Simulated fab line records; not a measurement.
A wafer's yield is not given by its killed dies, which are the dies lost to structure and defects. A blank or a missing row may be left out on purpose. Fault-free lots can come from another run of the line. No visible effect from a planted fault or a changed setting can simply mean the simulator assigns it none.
Which of the tools did it? | flow n5-finfet | 9 lots with 26 wafers sampled at 5 steps, on a route of 1938 steps

WHAT EACH GAUGE READ, for each wafer
N5_BEOL_M0_SAQP_OVL_MEAS_41. Usual: M0_CUT1_OVL typically reads 0.0 nm, with standard deviation 0.7.
lot  | measured     | on         | M0_CUT1_OVL (nm) | flag
L150 | day 7 03:58  | overlay-01 | -0.2 0.0 0.2     |
L151 | day 7 10:17  | overlay-02 | -0.5 -0.6 -0.1   |
L152 | day 7 18:00  | overlay-01 | 1.5 1.0 1.4      |
L153 | day 8 02:16  | overlay-02 | 0.1 -1.3 -1.3    |
L154 | day 8 04:49  | overlay-02 | -0.3 -0.4 -0.6   |
L156 | day 8 21:58  | overlay-01 | -0.9 -0.2 -0.1   |
L163 | day 10 12:52 | overlay-01 | -0.1 -0.9        |
L164 | day 10 15:29 | overlay-02 | -0.4 0.3 0.5     |
L166 | day 11 10:26 | overlay-02 | 0.4 0.6 0.0      |

N5_BEOL_M4_RC_MEAS_101. Usual: DIBL_N 36.4 mV/V, standard deviation 2; DIBL_P 36.1 mV/V, standard deviation 2.5; IOFF_N 0.16 nA/um, standard deviation 0.037; IOFF_P 0.20 nA/um, standard deviation 0.038; ION_N 670 uA/um, standard deviation 13; ION_P 459 uA/um, standard deviation 8.3; SS_N 71.6 mV/dec, standard deviation 0.69; SS_P 73.3 mV/dec, standard deviation 0.72; VT_N 250 mV, standard deviation 3.4; VT_P -251 mV, standard deviation 3.1.
lot  | measured     | on        | DIBL_N (mV/V)  | DIBL_P (mV/V)  | IOFF_N (nA/um) | IOFF_P (nA/um) | ION_N (uA/um) | ION_P (uA/um) | SS_N (mV/dec)  | SS_P (mV/dec)  | VT_N (mV)   | VT_P (mV)      | flag
L150 | day 9 11:25  | prober-01 | 36.3 33.8 38.1 | 35.4 32.8 38.9 | 0.17 0.13 0.24 | 0.21 0.16 0.27 | 660 655 694   | 449 454 462   | 72.2 71.0 71.6 | 73.8 72.8 74.5 | 251 255 244 | -250 -252 -245 |
L151 | day 9 08:49  | prober-01 | 39.1 37.8 33.6 | 39.1 37.3 33.6 | 0.22 0.18 0.12 | 0.26 0.23 0.18 | 677 688 665   | 466 466 458   | 72.4 71.4 70.8 | 74.1 74.0 73.1 | 244 250 250 | -248 -249 -251 |
L152 | day 9 15:30  | prober-01 | 36.6 36.1 34.6 | 35.8 34.4 32.6 | 0.15 0.14 0.13 | 0.22 0.21 0.18 | 653 664 661   | 456 462 461   | 71.7 70.7 70.5 | 72.9 72.8 73.0 | 252 250 252 | -248 -249 -251 |
L153 | day 10 03:38 | prober-02 | 36.4 39.9 38.9 | 36.5 38.3 39.8 | 0.15 0.24 0.22 | 0.20 0.22 0.28 | 657 651 679   | 457 447 466   | 71.6 74.4 71.7 | 73.8 73.4 73.7 | 252 249 246 | -250 -252 -245 |
L154 | day 10 04:34 | prober-02 | 35.8 30.4 38.4 | 34.3 29.2 38.8 | 0.14 0.08 0.20 | 0.16 0.11 0.22 | 661 648 686   | 447 445 460   | 71.6 70.2 71.7 | 72.3 70.8 73.7 | 253 259 246 | -253 -259 -250 |
L156 | day 10 20:03 | prober-01 | 37.7 36.1 38.8 | 36.5 35.0 37.2 | 0.17 0.15 0.21 | 0.21 0.20 0.25 | 657 664 681   | 454 457 464   | 72.8 71.1 72.5 | 74.1 73.9 74.4 | 248 248 245 | -252 -251 -251 |
L163 | day 12 15:27 | prober-02 | 39.0 35.4      | 40.1 35.7      | 0.21 0.13      | 0.25 0.17      | 684 653       | 464 452       | 72.2 71.6      | 73.8 72.6      | 248 254     | -249 -255      |
L164 | day 13 09:29 | prober-02 | 35.5 34.2 37.4 | 35.2 34.1 36.8 | 0.15 0.12 0.19 | 0.21 0.18 0.22 | 669 669 668   | 460 459 456   | 72.0 71.5 73.1 | 72.5 72.3 73.3 | 250 255 247 | -250 -251 -249 |
L166 | day 13 16:30 | prober-01 | 36.7 37.6 35.3 | 36.9 36.4 34.9 | 0.18 0.17 0.13 | 0.19 0.18 0.17 | 676 668 651   | 455 445 452   | 71.4 71.6 70.8 | 74.0 73.9 72.3 | 246 247 251 | -254 -255 -256 |

EACH LOT AND THE TOOL THAT RAN IT (in order: tool; ch and the chambers of the sampled wafers; start)
lot  | N5_BEOL_M0_SAQP_ETCH_88            | N5_BEOL_M0_SAQP_CUT_ETCH_46        | N5_BEOL_M0_SAQP_ETCH_49
L150 | rie-diel-03 ch 0,1,3, day 7 04:06  | rie-diel-03 ch 0,1,3, day 7 04:08  | rie-diel-03 ch 0,1,3, day 7 04:59
L151 | rie-diel-06 ch 0,2, day 7 10:42    | rie-diel-06 ch 0,2, day 7 10:45    | rie-diel-06 ch 0,2,3, day 7 12:03
L152 | rie-diel-06 ch 1,2, day 7 18:07    | rie-diel-06 ch 1,2, day 7 18:10    | rie-diel-06 ch 0,1,3, day 7 18:54
L153 | rie-diel-03 ch 0,2,3, day 8 02:24  | rie-diel-03 ch 0,2,3, day 8 02:27  | rie-diel-06 ch 1,2, day 8 03:11
L154 | rie-diel-03 ch 0,3, day 8 04:56    | rie-diel-03 ch 0,3, day 8 04:59    | rie-diel-06 ch 0,1,2, day 8 05:45
L156 | rie-diel-01 ch 0,2,3, day 8 22:05  | rie-diel-01 ch 0,2,3, day 8 22:08  | rie-diel-03 ch 1,3, day 8 22:55
L163 | rie-diel-06 ch 2,3, day 10 13:00   | rie-diel-06 ch 2,3, day 10 13:03   | rie-diel-01 ch 2,3, day 10 14:11
L164 | rie-diel-01 ch 1,2,3, day 10 15:37 | rie-diel-01 ch 1,2,3, day 10 15:40 | rie-diel-06 ch 0,1,2, day 10 16:23
L166 | rie-diel-03 ch 0,1,3, day 11 10:33 | rie-diel-03 ch 0,1,3, day 11 10:36 | rie-diel-03 ch 0,2,3, day 11 11:25
- N5_BEOL_M0_SAQP_ETCH_88: etches underlayer in N2/H2, target depth 6.5 nm, time 5.2 s.
- N5_BEOL_M0_SAQP_CUT_ETCH_46: etches SOC in N2/H2, target depth 135 nm, overetch 27 nm, time 202.5 s.
- N5_BEOL_M0_SAQP_ETCH_49: etches SiO2 in CF4/O2, target depth 37 nm.

AS READ BY THE TOOLS THEMSELVES (means over the sampled wafers that have a number; for cases with no such wafer, the mark the record gives instead)
N5_BEOL_M0_SAQP_ETCH_88. Usual: drypump-motor-current-A 6.0 A, standard deviation 0.45; etch-rf-on-time-s 5.19 s, standard deviation 0.16; oes-product-au 0.65 a.u., standard deviation 0.063; rf-fwd-power-W 819.0 W, standard deviation 2.5; rf-vpp-V 523 V, standard deviation 3.3; showerhead-plenum-p-Torr 2.53 Torr, standard deviation 0.11; throttle-valve-pct 17.94 %, standard deviation 0.26.
lot  | tool        | drypump-motor-current-A (A) | etch-rf-on-time-s (s) | oes-product-au (a.u.) | rf-fwd-power-W (W) | rf-vpp-V (V) | showerhead-plenum-p-Torr (Torr) | throttle-valve-pct (%) | flag
L150 | rie-diel-03 | 6.1                         | 5.20                  | 0.64                  | 819.0              | 523          | 2.51                            | 17.96                  |
L151 | rie-diel-06 | 5.9                         | 5.04                  | 0.62                  | 819.3              | 521          | 2.47                            | 18.02                  |
L152 | rie-diel-06 | 5.9                         | 5.15                  | 0.64                  | 818.8              | 525          | 2.56                            | 18.12                  |
L153 | rie-diel-03 | 6.0                         | 5.23                  | 0.64                  | 818.9              | 526          | 2.58                            | 17.90                  |
L154 | rie-diel-03 | 5.7                         | 5.16                  | 0.65                  | 816.1              | 525          | 2.59                            | 18.01                  |
L156 | rie-diel-01 | 5.4                         | 5.27                  | 0.61                  | 822.4              | 525          | 2.58                            | 18.25                  |
L163 | rie-diel-06 | 5.8                         | 4.08                  | 0.86                  | 820.2              | 520          | 2.41                            | 17.81                  | OFF
L164 | rie-diel-01 | 5.4                         | 5.22                  | 0.67                  | 819.7              | 526          | 2.60                            | 18.09                  |
L166 | rie-diel-03 | 6.1                         | 5.14                  | 0.63                  | 818.5              | 522          | 2.50                            | 18.02                  |

N5_BEOL_M0_SAQP_CUT_ETCH_46. Usual: drypump-motor-current-A 6.0 A, standard deviation 0.45; rf-fwd-power-W 837.6 W, standard deviation 2.5; rf-vpp-V 524 V, standard deviation 3.2; showerhead-plenum-p-Torr 2.53 Torr, standard deviation 0.11; throttle-valve-pct 17.90 %, standard deviation 0.27.
lot  | tool        | drypump-motor-current-A (A) | rf-fwd-power-W (W) | rf-vpp-V (V) | showerhead-plenum-p-Torr (Torr) | throttle-valve-pct (%) | flag
L150 | rie-diel-03 | 6.1                         | 836.7              | 523          | 2.51                            | 17.92                  |
L151 | rie-diel-06 | 5.9                         | 836.8              | 522          | 2.47                            | 17.98                  |
L152 | rie-diel-06 | 5.9                         | 836.4              | 526          | 2.56                            | 18.07                  |
L153 | rie-diel-03 | 5.9                         | 839.7              | 525          | 2.58                            | 17.89                  |
L154 | rie-diel-03 | 5.8                         | 836.4              | 524          | 2.59                            | 17.97                  |
L156 | rie-diel-01 | 5.4                         | 836.4              | 524          | 2.58                            | 18.19                  |
L163 | rie-diel-06 | 5.8                         | 836.2              | 520          | 2.41                            | 17.72                  |
L164 | rie-diel-01 | 5.5                         | 836.3              | 526          | 2.59                            | 18.04                  |
L166 | rie-diel-03 | 6.1                         | 836.4              | 522          | 2.50                            | 17.97                  |

N5_BEOL_M0_SAQP_ETCH_49. Usual: drypump-motor-current-A 6.0 A, standard deviation 0.45; oes-product-au 0.77 a.u., standard deviation 0.081; rf-fwd-power-W 532.5 W, standard deviation 1.7; rf-vpp-V 239 V, standard deviation 7.8; showerhead-plenum-p-Torr 2.19 Torr, standard deviation 0.093; throttle-valve-pct 15.9 %, standard deviation 0.31.
lot  | tool        | drypump-motor-current-A (A) | oes-product-au (a.u.) | rf-fwd-power-W (W) | rf-vpp-V (V) | showerhead-plenum-p-Torr (Torr) | throttle-valve-pct (%) | flag
L150 | rie-diel-03 | 6.1                         | 0.75                  | 532.6              | 240          | 2.18                            | 15.9                   |
L151 | rie-diel-06 | 6.0                         | 0.75                  | 533.1              | 233          | 2.11                            | 15.9                   |
L152 | rie-diel-06 | 6.3                         | 0.81                  | 531.9              | 233          | 2.16                            | 15.6                   |
L153 | rie-diel-06 | 5.9                         | 0.77                  | 532.4              | 243          | 2.22                            | 16.2                   |
L154 | rie-diel-06 | 6.2                         | 0.78                  | 531.1              | 238          | 2.20                            | 15.9                   |
L156 | rie-diel-03 | 6.5                         | 0.72                  | 531.9              | 237          | 2.12                            | 16.0                   |
L163 | rie-diel-01 | 5.4                         | 0.73                  | 532.0              | 242          | 2.25                            | 16.1                   |
L164 | rie-diel-06 | 6.2                         | 0.86                  | 532.3              | 239          | 2.19                            | 15.7                   |
L166 | rie-diel-03 | 5.9                         | 0.72                  | 531.0              | 247          | 2.23                            | 16.0                   |

THE ANSWER, worked out from the rows above alone
Rule: take the mean of a lot's wafers that have a number; if it is more than 3 standard deviations from the usual mean, the lot is off. A lot without any number at a reading at which 4 lots or more have one is off too. The other lots that the step has rows for count as sound. Order of review: gauges by route order, followed by the tools' own readings, for which a lot's mean as printed above is used. The first step at which some lot is off is used, and at that step the reading that is off furthest; a lot without a number counts as furthest.
Off: L163, at N5_BEOL_M0_SAQP_ETCH_88 (etch-rf-on-time-s).
A tool fits if, at that step or a process step before it, it ran every lot that is off, and no sound lot after the first of them. One fits: rie-diel-06 at N5_BEOL_M0_SAQP_ETCH_88. A fault onset in the window from L152 (day 7 18:07, its last sound lot) to L163 (day 10 13:00, its first lot off) fits.
The tool's own readings at N5_BEOL_M0_SAQP_ETCH_88 bear it out: on the lots that are off they differ by more than 5 times the standard deviation of the sound lots' means. etch-rf-on-time-s reads 4.08 s there against 5.18 s on the sound lots; oes-product-au reads 0.86 a.u. there against 0.64 a.u. on the sound lots.

WHAT THE SIMULATOR HAD INSERTED
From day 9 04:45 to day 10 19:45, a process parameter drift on rie-diel-06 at N5_BEOL_M0_SAQP_ETCH_88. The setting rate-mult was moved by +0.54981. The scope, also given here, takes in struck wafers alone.
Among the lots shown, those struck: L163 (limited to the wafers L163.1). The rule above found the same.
